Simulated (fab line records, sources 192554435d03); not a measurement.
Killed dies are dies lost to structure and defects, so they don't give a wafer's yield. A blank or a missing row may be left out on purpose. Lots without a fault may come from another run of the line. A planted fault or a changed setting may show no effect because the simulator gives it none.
Which tool did it? | flow n5_finfet | 8 lots, 24 wafers sampled, at 5 steps of a route of 1938

WHAT THE GAUGES READ, wafer by wafer
N5_BEOL_M4_RC_MEAS_101. Usual: DIBL_N 36.3 mV/V, standard deviation 1.2; DIBL_P 36.7 mV/V, standard deviation 1.5; IGATE_N 0.0113 nA/um, standard deviation 0.0012; IOFF_N 0.164 nA/um, standard deviation 0.02; IOFF_N_85C 3.2 nA/um, standard deviation 0.34; IOFF_N_LIN 0.075 nA/um, standard deviation 0.0075; IOFF_N_LONG 5.57e-05 nA/um, standard deviation 1.9e-06; IOFF_P 0.214 nA/um, standard deviation 0.024; IOFF_P_85C 3.7 nA/um, standard deviation 0.34; IOFF_P_LIN 0.101 nA/um, standard deviation 0.009; IOFF_P_LONG 0.000107 nA/um, standard deviation 6e-06; ION_N 673 uA/um, standard deviation 8.5; ION_P 461 uA/um, standard deviation 5.9; SS_N 71.6 mV/dec, standard deviation 0.44; SS_P 73.3 mV/dec, standard deviation 0.55; VT_N 249.4 mV, standard deviation 2.4; VT_N_LONG 274.2 mV, standard deviation 1.9; VT_N_LVT 98.3 mV, standard deviation 2.8; VT_P -250.0 mV, standard deviation 2.3; VT_P_LONG -274.8 mV, standard deviation 2.3; VT_P_LVT -98.8 mV, standard deviation 2.4.
lot  | measured     | on        | DIBL_N (mV/V)  | DIBL_P (mV/V)  | IGATE_N (nA/um)      | IOFF_N (nA/um)       | IOFF_N_85C (nA/um) | IOFF_N_LIN (nA/um)   | IOFF_N_LONG (nA/um)           | IOFF_P (nA/um)    | IOFF_P_85C (nA/um) | IOFF_P_LIN (nA/um) | IOFF_P_LONG (nA/um)        | ION_N (uA/um) | ION_P (uA/um) | SS_N (mV/dec)  | SS_P (mV/dec)  | VT_N (mV)         | VT_N_LONG (mV)    | VT_N_LVT (mV)     | VT_P (mV)            | VT_P_LONG (mV)       | VT_P_LVT (mV)        | flag
L335 | day 9 11:40  | prober-01 | 36.4 33.3 35.5 | 36.7 33.2 35.5 | 0.0098 0.0119 0.0137 | 0.144 0.112 0.134    | 2.9 2.4 2.7        | 0.067 0.058 0.066    | 5.67e-05 5.95e-05 5.76e-05    | 0.225 0.173 0.205 | 3.9 3.1 3.6        | 0.106 0.089 0.100  | 0.000116 0.000119 0.000117 | 652 676 669   | 459 465 464   | 70.8 70.8 71.2 | 73.0 71.9 72.8 | 252.7 254.2 252.9 | 272.5 271.4 271.0 | 100.4 102.2 100.0 | -248.0 -249.8 -250.0 | -268.6 -270.8 -270.3 | -97.1 -100.1 -97.9   |
L336 | day 10 09:23 | prober-02 | 34.4 36.3 35.7 | 35.5 37.5 36.6 | 0.0100 0.0115 0.0107 | 0.140 0.174 0.159    | 2.9 3.4 3.1        | 0.067 0.078 0.074    | 5.32e-05 5.4e-05 5.3e-05      | 0.198 0.229 0.215 | 3.4 3.9 3.7        | 0.098 0.107 0.103  | 0.00011 0.000106 0.000107  | 668 675 668   | 457 464 458   | 71.3 71.7 71.5 | 72.5 73.4 73.4 | 252.3 248.8 250.5 | 273.7 274.4 274.8 | 101.0 99.5 100.2  | -248.4 -248.3 -249.8 | -273.7 -275.1 -274.9 | -99.3 -98.5 -98.3    |
L340 | day 10 17:22 | prober-02 | 38.5 36.8 35.9 | 39.1 37.5 35.4 | 0.0115 0.0105 0.0129 | 0.217 0.172 0.151    | 3.9 3.3 2.9        | 0.093 0.076 0.069    | 5.34e-05 5.25e-05 5.29e-05    | 0.266 0.242 0.201 | 4.5 4.1 3.6        | 0.119 0.110 0.097  | 0.000103 0.000106 0.000107 | 692 673 667   | 470 459 456   | 72.3 72.2 71.6 | 74.8 74.5 73.4 | 247.0 250.8 251.7 | 276.0 276.7 276.0 | 97.2 101.0 102.4  | -248.6 -247.8 -251.3 | -275.4 -275.5 -271.9 | -96.9 -97.9 -99.7    |
L343 | day 11 14:03 | prober-01 | 37.2 36.6 36.7 | 36.8 36.3 36.4 | 0.0094 0.0094 0.0106 | 0.174 0.165 0.160    | 3.3 3.1 3.0        | 0.078 0.074 0.072    | 5.55e-05 5.55e-05 5.41e-05    | 0.223 0.218 0.224 | 3.8 3.8 3.8        | 0.104 0.103 0.105  | 0.00011 0.000109 0.000112  | 675 671 678   | 460 460 467   | 72.2 71.4 72.6 | 73.9 73.3 73.4 | 251.4 248.3 253.3 | 274.8 277.6 275.6 | 99.8 101.1 101.9  | -249.7 -249.7 -249.6 | -272.4 -273.3 -272.0 | -98.6 -99.2 -98.4    |
L348 | day 12 22:29 | prober-01 | 36.5 35.7 34.4 | 36.7 35.6 34.3 | 0.0934 0.1058 0.0954 | 27.903 26.044 23.067 | 232.9 219.3 198.3  | 12.312 11.825 10.737 | 0.0076462 0.0076336 0.0076364 | 0.045 0.042 0.038 | 1.0 0.9 0.9        | 0.021 0.021 0.019  | 5.2e-05 5.1e-05 5.2e-05    | 949 968 954   | 392 396 395   | 71.7 71.4 71.3 | 73.8 73.6 73.1 | 105.3 104.8 107.0 | 131.1 132.1 131.1 | -45.4 -45.8 -44.4 | -293.0 -295.9 -296.7 | -320.4 -321.4 -317.4 | -144.9 -144.4 -144.3 | OFF
L349 | day 12 22:19 | prober-02 | 38.6 36.9 39.0 | 37.3 36.2 37.4 | 0.0734 0.0808 0.0981 | 30.946 25.134 29.458 | 251.9 211.8 240.1  | 13.289 11.344 12.709 | 0.0081517 0.0081475 0.0080996 | 0.049 0.044 0.047 | 1.1 1.0 1.0        | 0.023 0.021 0.022  | 5.1e-05 5.2e-05 4.9e-05    | 953 932 934   | 397 388 393   | 71.2 70.9 71.8 | 73.5 73.0 73.7 | 101.8 105.6 103.5 | 129.4 130.5 130.3 | -49.4 -46.1 -47.6 | -290.6 -292.0 -293.4 | -316.3 -315.9 -316.2 | -141.0 -141.8 -140.6 | OFF
L350 | day 13 12:11 | prober-01 | 36.0 37.5 36.9 | 36.4 38.9 38.2 | 0.1006 0.1027 0.0807 | 25.495 29.118 28.331 | 222.9 250.3 244.1  | 11.817 13.069 12.897 | 0.0083004 0.0081259 0.0080934 | 0.045 0.053 0.050 | 1.0 1.1 1.1        | 0.022 0.024 0.023  | 5.3e-05 5.4e-05 5.4e-05    | 949 941 948   | 394 393 398   | 71.3 71.9 71.4 | 73.2 73.7 73.9 | 103.2 102.3 103.0 | 129.2 130.9 129.7 | -48.9 -49.3 -49.6 | -292.6 -293.3 -293.5 | -316.7 -317.7 -318.5 | -140.1 -140.1 -138.8 | OFF
L352 | day 13 19:11 | prober-02 | 36.3 36.1 38.6 | 38.1 38.3 40.1 | 0.0106 0.0116 0.0116 | 0.159 0.160 0.200    | 3.1 3.1 3.8        | 0.074 0.073 0.087    | 5.29e-05 5.32e-05 5.34e-05    | 0.214 0.214 0.258 | 3.7 3.7 4.4        | 0.102 0.102 0.116  | 0.000105 0.000107 0.000107 | 680 672 682   | 465 465 469   | 71.2 71.2 72.3 | 73.8 73.3 74.7 | 251.0 251.5 247.2 | 273.7 275.9 276.8 | 100.7 101.0 97.1  | -251.5 -250.7 -249.7 | -273.9 -275.6 -276.1 | -100.1 -99.9 -98.3   |

WHICH TOOL RAN EACH LOT (tool, then ch and the chambers of the sampled wafers, then the start)
lot  | N5_HKMG_FIN_STRIP_34               | N5_HKMG_FIN_ETCH_35                | N5_HKMG_FIN_ALD_91                  | N5_HKMG_FIN_STRIP_89
L335 | rie_diel-04 ch 0,3, day 5 17:10    | rie_diel-04 ch 0,3, day 5 17:11    | ald_metal-03 ch 1,3, day 5 17:51    | rie_diel-01 ch 2,3, day 5 18:17
L336 | rie_diel-04 ch 0,2, day 6 12:08    | rie_diel-04 ch 0,2, day 6 12:10    | ald_metal-01 ch 1,2,3, day 6 12:53  | rie_diel-03 ch 0,2, day 6 13:29
L340 | rie_diel-03 ch 1,2, day 7 04:15    | rie_diel-03 ch 1,2, day 7 04:16    | ald_metal-03 ch 0,1,3, day 7 04:57  | rie_diel-01 ch 2,3, day 7 05:21
L343 | rie_diel-03 ch 2,3, day 7 18:05    | rie_diel-03 ch 2,3, day 7 18:07    | ald_metal-03 ch 0,2,3, day 7 18:47  | rie_diel-04 ch 0,1,2, day 7 19:11
L348 | rie_diel-04 ch 0,1,2, day 9 08:53  | rie_diel-04 ch 0,1,2, day 9 08:54  | ald_metal-04 ch 1,2, day 9 09:35    | rie_diel-04 ch 0,3, day 9 10:01
L349 | rie_diel-03 ch 0,2, day 9 09:38    | rie_diel-03 ch 0,2, day 9 09:39    | ald_metal-03 ch 0,2,3, day 9 10:26  | rie_diel-01 ch 1,2, day 9 10:55
L350 | rie_diel-01 ch 0,1, day 9 13:49    | rie_diel-01 ch 0,1, day 9 13:50    | ald_metal-04 ch 1,3, day 9 14:31    | rie_diel-03 ch 0,1,3, day 9 14:55
L352 | rie_diel-01 ch 0,1,2, day 10 03:02 | rie_diel-01 ch 0,1,2, day 10 03:03 | ald_metal-01 ch 0,2,3, day 10 03:44 | rie_diel-03 ch 1,2, day 10 04:08
- N5_HKMG_FIN_STRIP_34: strips in CF4.
- N5_HKMG_FIN_ETCH_35: etches SOC in N2/H2, target depth 215.8 nm, time 243.4 s.
- N5_HKMG_FIN_ALD_91: deposits TiN, target thk 1 nm, pulse time 1 s, purge time 3 s.
- N5_HKMG_FIN_STRIP_89: strips SOC in N2/H2, time 20 s.

WHAT THE TOOLS THEMSELVES READ (means of the sampled wafers that have a number; where no wafer has one, the mark that the record gives instead)
N5_HKMG_FIN_STRIP_34. Usual: drypump_motor_current_A 5.9 A, standard deviation 0.41; oes_product_au 0.75 a.u., standard deviation 0.063; rf_fwd_power_W 294.3 W, standard deviation 1.6; rf_vpp_V 271.4 V, standard deviation 1.3; showerhead_plenum_p_Torr 1.81 Torr, standard deviation 0.039; throttle_valve_pct 13.71 %, standard deviation 0.15.
lot  | tool        | drypump_motor_current_A (A) | oes_product_au (a.u.) | rf_fwd_power_W (W) | rf_vpp_V (V) | showerhead_plenum_p_Torr (Torr) | throttle_valve_pct (%) | flag
L335 | rie_diel-04 | 5.8                         | 0.71                  | -                  | 271.3        | 1.78                            | 13.70                  | OFF
L336 | rie_diel-04 | 5.2                         | 0.72                  | 293.0              | 270.7        | 1.78                            | 13.75                  |
L340 | rie_diel-03 | 5.9                         | 0.71                  | 293.9              | 271.7        | 1.78                            | 13.83                  |
L343 | rie_diel-03 | 6.1                         | 0.71                  | 295.8              | 270.9        | 1.78                            | 13.78                  |
L348 | rie_diel-04 | 5.4                         | 0.72                  | 293.9              | 271.8        | 1.81                            | 13.81                  |
L349 | rie_diel-03 | 5.7                         | 0.70                  | -                  | 272.3        | 1.80                            | 13.77                  | OFF
L350 | rie_diel-01 | 6.5                         | 0.76                  | 294.6              | 271.2        | 1.82                            | 13.81                  |
L352 | rie_diel-01 | 6.3                         | 0.76                  | 294.6              | 271.7        | 1.82                            | 13.67                  |

N5_HKMG_FIN_ETCH_35. Usual: bias_w 5.000 W, standard deviation 0.013; drypump_motor_current_A 5.9 A, standard deviation 0.42; oes_product_au 0.75 a.u., standard deviation 0.068; rf_fwd_power_W 2992 W, standard deviation 8.4; rf_vpp_V 141.7 V, standard deviation 0.86; showerhead_plenum_p_Torr 2.56 Torr, standard deviation 0.059; throttle_valve_pct 18.00 %, standard deviation 0.15.
lot  | tool        | bias_w (W) | drypump_motor_current_A (A) | oes_product_au (a.u.) | rf_fwd_power_W (W) | rf_vpp_V (V) | showerhead_plenum_p_Torr (Torr) | throttle_valve_pct (%) | flag
L335 | rie_diel-04 | 4.989      | 5.8                         | 0.70                  | 2989               | 141.7        | 2.51                            | 18.01                  |
L336 | rie_diel-04 | 5.006      | 5.3                         | 0.72                  | 2985               | 141.4        | 2.53                            | 18.05                  |
L340 | rie_diel-03 | 5.006      | 5.9                         | 0.70                  | 2998               | 141.4        | 2.53                            | 18.09                  |
L343 | rie_diel-03 | 5.004      | 6.0                         | 0.70                  | 2987               | 140.7        | 2.52                            | 17.96                  |
L348 | rie_diel-04 | 4.995      | 5.4                         | 0.72                  | 2997               | 141.9        | 2.56                            | 18.11                  |
L349 | rie_diel-03 | 4.999      | 5.7                         | 0.69                  | 2986               | 141.2        | 2.56                            | 17.98                  |
L350 | rie_diel-01 | 5.017      | 6.6                         | 0.77                  | 2994               | 142.3        | 2.58                            | 18.11                  |
L352 | rie_diel-01 | 5.000      | 6.3                         | 0.77                  | 2987               | 141.5        | 2.58                            | 17.98                  |

N5_HKMG_FIN_ALD_91. Usual: chamber_pressure_Torr 3.000 Torr, standard deviation 0.0061; heater_power_w 891 W, standard deviation 98; precursor_pulse_height_rel 1.003, standard deviation 0.021.
lot  | tool         | chamber_pressure_Torr (Torr) | heater_power_w (W) | precursor_pulse_height_rel | flag
L335 | ald_metal-03 | 2.999                        | 975                | 0.987                      |
L336 | ald_metal-01 | 3.003                        | 904                | 1.000                      |
L340 | ald_metal-03 | 2.998                        | 880                | 0.994                      |
L343 | ald_metal-03 | 3.003                        | 881                | 1.007                      |
L348 | ald_metal-04 | -                            | -                  | -                          | OFF
L349 | ald_metal-03 | -                            | -                  | -                          | OFF
L350 | ald_metal-04 | -                            | -                  | -                          | OFF
L352 | ald_metal-01 | 2.995                        | 908                | 1.016                      |

N5_HKMG_FIN_STRIP_89. Usual: drypump_motor_current_A 5.9 A, standard deviation 0.38; oes_product_au 0.76 a.u., standard deviation 0.079; rf_fwd_power_W 497.1 W, standard deviation 1.6; rf_vpp_V 54.3 V, standard deviation 0.83; showerhead_plenum_p_Torr 3.38 Torr, standard deviation 0.075; throttle_valve_pct 19.26 %, standard deviation 0.24.
lot  | tool        | drypump_motor_current_A (A) | oes_product_au (a.u.) | rf_fwd_power_W (W) | rf_vpp_V (V) | showerhead_plenum_p_Torr (Torr) | throttle_valve_pct (%) | flag
L335 | rie_diel-01 | 6.0                         | 0.82                  | 497.6              | 53.4         | 3.39                            | 19.16                  |
L336 | rie_diel-03 | 5.7                         | 0.71                  | 496.3              | 54.7         | 3.40                            | 18.98                  |
L340 | rie_diel-01 | 6.0                         | 0.84                  | 496.8              | 53.6         | 3.40                            | 19.18                  |
L343 | rie_diel-04 | 5.5                         | 0.74                  | 499.2              | 54.3         | 3.39                            | 19.41                  |
L348 | rie_diel-04 | 5.8                         | 0.86                  | 495.9              | 54.5         | 3.31                            | 19.29                  |
L349 | rie_diel-01 | 6.1                         | 0.73                  | 498.1              | 54.8         | 3.35                            | 19.32                  |
L350 | rie_diel-03 | 5.9                         | 0.78                  | 496.8              | 54.1         | 3.35                            | 19.11                  |
L352 | rie_diel-03 | 5.9                         | 0.78                  | 496.6              | 54.4         | 3.33                            | 19.15                  |

THE ANSWER, worked out from the rows above alone
Rule: a lot is off if the mean of its wafers that have a number lies more than 3 standard deviations from the usual mean. A lot without any number at a reading at which 4 lots or more have one is off too. The other lots that the step has rows for count as sound. The gauges are gone through in route order, then the tools' own readings, and for those a lot's mean is taken as printed above. The first step at which some lot is off is used, and at that step the reading that is off furthest; a lot without a number counts as furthest.
Off: L348, L349, L350, at N5_BEOL_M4_RC_MEAS_101 (IOFF_N_LONG).
A tool fits if, at a process step before that reading, it ran every lot that is off, and no sound lot after the first of them. The gauges at N5_BEOL_M4_RC_MEAS_101 aren't tried: what is off there is off at N5_HKMG_FIN_ALD_91 too, on other tools, and a gauge's error can't cause that. None of those tried fits.

WHAT THE SIMULATOR HAD PUT IN
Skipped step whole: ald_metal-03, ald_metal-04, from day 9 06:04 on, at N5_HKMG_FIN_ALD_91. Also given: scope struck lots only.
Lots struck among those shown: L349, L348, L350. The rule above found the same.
